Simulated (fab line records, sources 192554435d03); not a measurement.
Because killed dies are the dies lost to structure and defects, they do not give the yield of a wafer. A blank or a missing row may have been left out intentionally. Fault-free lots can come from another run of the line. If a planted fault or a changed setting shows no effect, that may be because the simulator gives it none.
fab line records | flow n5-finfet
[record] lots = 6 wafers = 18 last-day = 18
route steps=1938 shown MOL_CONTACT_COAG@589
lots untouched by any fault: they come from a run of this same line in which no faults occurred
start-h: start of the lot's first displayed wafer, in hours after the record's first day | wait-h: how many hours have passed since the lot's step before this one | " identical to the entry in the row above | L1.1+2: one row covering several wafers at once | - either no value or no given start | * or withheld: withheld | < > ~ a bound
route shown NAME@n: names a module that has steps shown in the file, with the first one's number in the route | usual: mean and standard deviation over wafers with no fault | same: alike in all rows | chamber/n: place in a boat | sites: readings site by site | _std_site: their standard deviation | _edge_site: outer sites' mean less inner sites' | radius-mm: how far each site lies from the wafer's centre | mask NAME#n: copy n | behind: the tool/chamber that last shaped the wafer | hold: why the lot went on hold/how many hours it stayed there/how the hold came to an end | device: the transistor (n, p or np) that didn't switch | end of line: the tests these same wafers got at the end of their route | a step given without rows: its recipe and nothing more | killed: at the first sort, the dies lost to defects and structure; wafer yield is something else | map: a wafer's dies, marking killed ones x, the rest . and places with no die _
set.NAME: the setting that was run; set.NAME@STEP: the one run at that earlier step | model.NAME: the simulator's own value behind a step, which no gauge read
certain route steps with their lots: each step a table, each wafer a row
services: when a tool's chamber went out of use (start-h, in hours from the record's first day, below 0 if earlier), for how many hours, and the reason
[[steps]]
[step N5_MOL_CONTACT_COAG_STRIP_119]
[recipe] chemistry = N2/H2 time-s = 30 power-w = 1000 temp-c = 250 pressure-mtorr = withheld n2-flow-sccm = 1750 h2-flow-sccm = 3250
[usual] drypump-motor-current-A = 5.89/0.2 heater-power-w = 332/30
// columns lot.wafer tool chamber start-h wait-h drypump-motor-current-A heater-power-w rf-hours-counter-h
L292.2 plasma-asher-01 0 101.53 0.1 6.03 344 41
L292.4 " 1 " " 5.80 310 -
L292.5 " 1 " " 5.78 308 -
L295.2 plasma-asher-02 0 118.34 0.1 6.14 308 86
L295.3 " 0 " " 6.15 297 -
L295.6 " 1 " " 5.64 386 -
L297.2 plasma-asher-01 1 133.95 0.1 5.79 298 46
L297.3 " 0 " " 6.03 344 -
L297.5 " 0 " " 6.02 348 -
L306.2 plasma-asher-02 1 190.02 1.1 5.61 377 96
L306.4 " 0 " " 6.19 305 -
L306.5 " 1 " " 5.62 383 -
L311.2 plasma-asher-02 0 217.47 0.1 6.14 305 102
L311.3 " 1 " " 5.60 380 -
L311.5 " 0 " " 6.14 310 -
L312.3 plasma-asher-02 1 222.68 0.1 5.61 376 -
L312.4 " 0 " " 6.12 310 -
L312.6 " 0 " " 6.13 303 -
[step N5_MOL_CONTACT_COAG_PRECLEAN_144]
[recipe] chemistry = alkaline-clean temp-c = 60 time-s = 60 do-ppb = 50
[step N5_MOL_CONTACT_COAG_SRD_145]
[recipe] dry = ipa-marangoni time-s = 30 temp-c = 23 rinse-liquid = diw
[step N5_MOL_CONTACT_COAG_CD_MEAS_137]
[recipe] target-cd-nm = 16
[usual] cd-nm = 15.8/0.34
// columns lot.wafer tool chamber start-h wait-h cd-nm
L292.2 cd-sem-02 - 101.69 0.0 15.4
L292.4 " - " " 16.1
L292.5 " - " " 16.2
L295.2 cd-sem-03 - 118.48 0.0 15.7
L295.3 " - " " 15.7
L295.6 " - " " 15.9
L297.2 cd-sem-03 - 134.10 0.0 16.0
L297.3 " - " " 16.5
L297.5 " - " " 15.8
L306.2 cd-sem-03 - 190.17 0.0 15.2
L306.4 " - " " 16.0
L306.5 " - " " 15.7
L311.2 cd-sem-02 - 217.65 0.0 15.9
L311.3 " - " " 15.6
L311.5 " - " " 15.8
L312.3 cd-sem-02 - 222.81 0.0 16.0
L312.4 " - " " 15.7
L312.6 " - " " 15.8
[step N5_MOL_CONTACT_COAG_COAT_62]
[recipe] resist = SOC temp-c = 250 time-s = 60 spin-rpm = 1500 resist-thk-nm = 60
[step N5_MOL_CONTACT_COAG_COAT_63]
[recipe] resist = SiARC temp-c = 220 time-s = 60 spin-rpm = 1500 resist-thk-nm = 10
[step N5_MOL_CONTACT_COAG_COAT_64]
[recipe] resist = underlayer temp-c = 205 time-s = 60 spin-rpm = 1500 resist-thk-nm = 10
[step N5_MOL_CONTACT_COAG_COAT_34]
[recipe] resist = CAR-EUV spin-rpm = 1500 resist-thk-nm = 40
[step N5_MOL_CONTACT_COAG_EBR_36]
[recipe] solvent = PGMEA ebr-width-mm = 1.5
[step N5_MOL_CONTACT_COAG_SOFTBAKE_35]
[recipe] temp-c = 110 time-s = 60 resist = CAR-EUV
[step N5_MOL_CONTACT_COAG_EXPOSE_37]
[recipe] mask-id = VD na = 0.33 source-shape = annular sigma-inner = 0.3 sigma-outer = 0.7 polarization = unpolarized defocus-nm = 0 dose-mj = 62
[step N5_MOL_CONTACT_COAG_PEB_38]
[recipe] peb-temp-c = 100 peb-time-s = 60 resist = CAR-EUV
[step N5_MOL_CONTACT_COAG_DEVELOP_39]
[recipe] develop-time-s = 30 developer = TMAH resist = CAR-EUV rinse-liquid = surfactant-rinse dry = air-spin dev-temp-c = 23
[usual] chill-plate-temp-C = 22.99/0.11 develop-time-s = 30/0
// columns lot.wafer tool chamber start-h wait-h chill-plate-temp-C develop-time-s model.CAR-EUV_of_MOL_CONTACT_COAG_COAT_34.thk-nm
L292.2 litho-track-05 0 102.10 - 22.97 30 39.4
L292.4 " 0 " " 22.99 30 39.4
L292.5 " 0 " " 23.14 30 39.4
L295.2 litho-track-03 0 118.87 - 22.96 30 39.4
L295.3 " 0 " " 23.06 30 39.6
L295.6 " 0 " " 23.08 30 39.6
L297.2 litho-track-05 0 134.40 - 23.11 30 39.6
L297.3 " 0 " " 23.09 30 39.8
L297.5 " 0 " " 23.07 30 39.6
L306.2 litho-track-04 0 190.43 - 23.09 30 39.6
L306.4 " 0 " " 23.29 30 39.6
L306.5 " 0 " " 23.20 30 39.4
L311.2 litho-track-04 - 217.91 - - - 40
L311.3 " - " " - - 40.2
L311.5 " - " " - - 39.8
L312.3 litho-track-04 - 223.06 - - - 39.6
L312.4 " - " " - - 39.8
L312.6 " - " " - - 39.8
[step N5_MOL_CONTACT_COAG_CD_MEAS_40]
[recipe] target-cd-nm = 25.1 landing-energy-ev = 500 detector = se-inlens polarity = opening
[usual] cd-nm = 25.05/0.22
// columns lot.wafer tool chamber start-h wait-h cd-nm
L292.2 cd-sem-01 0 102.16 - 25.40
L292.4 " 0 " " 25.11
L292.5 " 0 " " 24.83
L295.2 cd-sem-02 0 118.93 - 25.16
L295.3 " 0 " " 25.33
L295.6 " 0 " " 25.07
L297.2 cd-sem-03 0 134.46 - 24.96
L297.3 " 0 " " 24.96
L297.5 " 0 " " 25.28
L306.2 cd-sem-01 0 190.49 - 25.13
L306.4 " 0 " " 24.95
L306.5 " 0 " " 25.32
L311.2 cd-sem-01 0 217.96 - -
L311.3 " 0 " " -
L311.5 " 0 " " -
L312.3 cd-sem-02 0 223.12 - -
L312.4 " 0 " " -
L312.6 " 0 " " -
[[services]]
// columns tool chamber start-h hours kind
plasma-asher-02 - 140.98 21.8 repair
plasma-asher-01 - 188.63 5.5 repair
plasma-asher-01 - 221.40 3.2 repair
[[key]]
[first-sign] step = N5_MOL_CONTACT_COAG_DEVELOP_39 reading = tool-record direction = missing
effect none on later readings
[model-effect] step = N5_MOL_CONTACT_COAG_DEVELOP_39 value = CAR-EUV_of_MOL_CONTACT_COAG_COAT_34.thk-nm without = 39.43 struck = 39.87
met-at N5_MOL_CONTACT_COAG_DEVELOP_39
struck-wafers L311.2,L311.3,L311.5,L312.3,L312.4,L312.6
later-rows-left-out L311.2,L311.3,L311.5,L312.3,L312.4,L312.6
sort-left-out L311.2,L311.3,L311.5,L312.3,L312.4,L312.6
onset-between 190.43 217.91
[fault] kind = skipped-step-whole tool = litho-track-04 chamber = - onset-h = 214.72 steps = N5_MOL_CONTACT_COAG_DEVELOP_39 scope = struck-lots-only
// sort-left-out: the simulated sort isn't trusted on such a fault, so these wafers' sort isn't shown, and their yield isn't known
// later-rows-left-out: the simulator's readings of these wafers behind a module that went badly wrong aren't trusted and aren't shown, but for the sort
